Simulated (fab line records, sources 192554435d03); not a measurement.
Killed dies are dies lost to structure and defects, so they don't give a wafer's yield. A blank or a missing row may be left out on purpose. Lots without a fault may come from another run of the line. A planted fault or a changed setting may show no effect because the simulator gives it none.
Split-lot experiment | flow n5_finfet | 7 lots, 39 wafers read, on a route of 1938 steps

THE SPLIT
At N5_SD_EPI_P_EPI_21 (deposits SiGe:B, time 355 s), the setting time_s was moved away from the recipe's 355 s on 12 of the 39 wafers read, by -56.6% to +60.0%. The other wafers ran this setting at the recipe's value.

FROM THE SPLIT TO THE READING: what the file shows between them, 3 steps
- N5_SD_EPI_P_EPI_MEAS_23
- N5_SD_EPI_P_HM_STRIP_48: strips SiNx in H3PO4, material SiNx, target depth 3 nm
- N5_SD_EPI_P_SRD_49: time 30 s

THE READING
SiGe-B_of_SD_EPI_P_EPI_21.thk_nm (the simulator's own value, which no gauge read), in nm, at N5_SD_EPI_P_PRECLEAN_24 (cleans in O3/DIW, time 45 s). The file gives no usual value for it. The 27 wafers here that ran the recipe average 60.4 nm, standard deviation 0.5 nm.

wafer  | tool, chamber at the split | time_s as run, s | against the recipe | SiGe-B_of_SD_EPI_P_EPI_21.thk_nm, nm | against lot-mates on the recipe
L074.1 | epi_rpcvd-02, 0            | 355              | recipe             | 60.8                                 | -
L074.2 | epi_rpcvd-02, 0            | 153.9            | -56.6%             | 28.4                                 | -31.8
L074.3 | epi_rpcvd-02, 0            | 355              | recipe             | 60.2                                 | -
L074.4 | epi_rpcvd-02, 0            | 153.9            | -56.6%             | 28.6                                 | -31.6
L074.5 | epi_rpcvd-02, 0            | 153.9            | -56.6%             | 28.6                                 | -31.6
L074.6 | epi_rpcvd-02, 0            | 355              | recipe             | 59.6                                 | -
L075.1 | epi_rpcvd-03, 0            | 355              | recipe             | 59.8                                 | -
L075.2 | epi_rpcvd-03, 0            | 355              | recipe             | 60.2                                 | -
L075.3 | epi_rpcvd-03, 0            | 355              | recipe             | 61                                   | -
L075.4 | epi_rpcvd-03, 0            | 355              | recipe             | 60.6                                 | -
L075.5 | epi_rpcvd-03, 0            | 355              | recipe             | 60.8                                 | -
L075.6 | epi_rpcvd-03, 0            | 355              | recipe             | 60                                   | -
L078.1 | epi_rpcvd-04, 0            | 549.8            | +54.9%             | 83                                   | +21.5
L078.2 | epi_rpcvd-04, 0            | 355              | recipe             | 61.6                                 | -
L078.3 | epi_rpcvd-04, 0            | 355              | recipe             | 61.4                                 | -
L078.5 | epi_rpcvd-04, 0            | 355              | recipe             | 61.4                                 | -
L078.4 | epi_rpcvd-04, 0            | 549.8            | +54.9%             | 81.6                                 | +20.1
L078.6 | epi_rpcvd-04, 0            | 549.8            | +54.9%             | 83.2                                 | +21.7
L081.1 | epi_rpcvd-03, 0            | 355              | recipe             | 60.4                                 | -
L081.2 | epi_rpcvd-03, 0            | 355              | recipe             | 60.4                                 | -
L081.3 | epi_rpcvd-03, 0            | 567.9            | +60.0%             | 82.6                                 | +22.3
L081.5 | epi_rpcvd-03, 0            | 567.9            | +60.0%             | 82.6                                 | +22.3
L081.4 | epi_rpcvd-03, 0            | 355              | recipe             | 60                                   | -
L081.6 | epi_rpcvd-03, 0            | 567.9            | +60.0%             | 83.2                                 | +22.9
L080.1 | epi_rpcvd-03, 0            | 355              | recipe             | 60.4                                 | -
L080.3 | epi_rpcvd-03, 0            | 355              | recipe             | 60.4                                 | -
L080.5 | epi_rpcvd-03, 0            | 355              | recipe             | 60.4                                 | -
L080.2 | epi_rpcvd-03, 0            | 355              | recipe             | 59.8                                 | -
L080.4 | epi_rpcvd-03, 0            | 355              | recipe             | 59.6                                 | -
L080.6 | epi_rpcvd-03, 0            | 355              | recipe             | 60.6                                 | -
L086.1 | epi_rpcvd-04, 0            | 355              | recipe             | 60.2                                 | -
L086.6 | epi_rpcvd-04, 0            | 355              | recipe             | 60.2                                 | -
L086.2 | epi_rpcvd-04, 0            | 203.4            | -42.7%             | 37.2                                 | -23.1
L086.3 | epi_rpcvd-04, 0            | 203.4            | -42.7%             | 37.4                                 | -22.9
L086.5 | epi_rpcvd-04, 0            | 203.4            | -42.7%             | 37.4                                 | -22.9
L086.4 | epi_rpcvd-04, 0            | 355              | recipe             | 60.4                                 | -
L091.1 | epi_rpcvd-02, 0            | 355              | recipe             | 60.4                                 | -
L091.4 | epi_rpcvd-02, 0            | 355              | recipe             | 60.2                                 | -
L091.6 | epi_rpcvd-02, 0            | 355              | recipe             | 60.2                                 | -

THE FIT
A straight line over all 39 wafers: SiGe-B_of_SD_EPI_P_EPI_21.thk_nm changes by +0.462 nm for each +1% of time_s; r = +0.99; the points scatter about the line by 2.2 nm.
The same after taking each lot's own level away (the mean of its wafers on the recipe; 39 wafers): +0.456 nm for each +1%; r = +0.99; scatter 2.2 nm.
On that fit, the largest move of time_s shifts the reading by 27 nm.
The lots' own levels span 60.20 to 61.47 nm, that is 2.5 times the standard deviation above.
So the lot-to-lot level changes the slope little: the two slopes agree.
Check: with one of the wafers moved furthest among these (+60.0%) left out of the fit, the line predicts +26.5 nm for it against its lot-mates. It came out at +22.3 nm against them.

OTHER SPLITS ON THESE WAFERS
These wafers also went through other splits before the reading. Each is held against what the fit with the lots' levels taken away leaves over:
other split on the same wafers       | wafers away from the commonest value | r with SiGe-B_of_SD_EPI_P_EPI_21.thk_nm (lot level and that fit taken away)
N5_ZERO_LAYER_ETCH_18 target_depth_a | 15                                   | -0.10
N5_FIN_SAQP_HM_DEP_03 time_s         | 18                                   | -0.32

THE WHOLE CHAIN: every reading that the file lists as answering this split, in the file's order
step                        | what it does                 | reading                                                                           | change (the file's fit)                                                            | r (the file's)
N5_SD_EPI_P_EPI_21          | deposits SiGe:B, time 355 s  | SiGe-B_of_SD_EPI_P_EPI_21.thk_nm (the simulator's own value, which no gauge read) | +0.458 nm for each +1% of the setting                                              | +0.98
N5_SD_EPI_P_EPI_MEAS_23     |                              | thk_nm                                                                            | withheld for each +1% of the setting                                               | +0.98
N5_SD_EPI_P_PRECLEAN_24     | cleans in O3/DIW, time 45 s  | SiGe-B_of_SD_EPI_P_EPI_21.thk_nm (the simulator's own value, which no gauge read) | +0.454 nm for each +1% of the setting                                              | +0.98
N5_SD_ACTIVATION_RS_MEAS_03 | measures by four-point-probe | RS_SD_P                                                                           | not straight: 119.8 at the lowest setting, 56.2 at the recipe, 40.6 at the highest | not given

THE FILE'S OWN FIT
SiGe-B_of_SD_EPI_P_EPI_21.thk_nm changes by +0.454 nm for each +1% of time_s, r = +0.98.
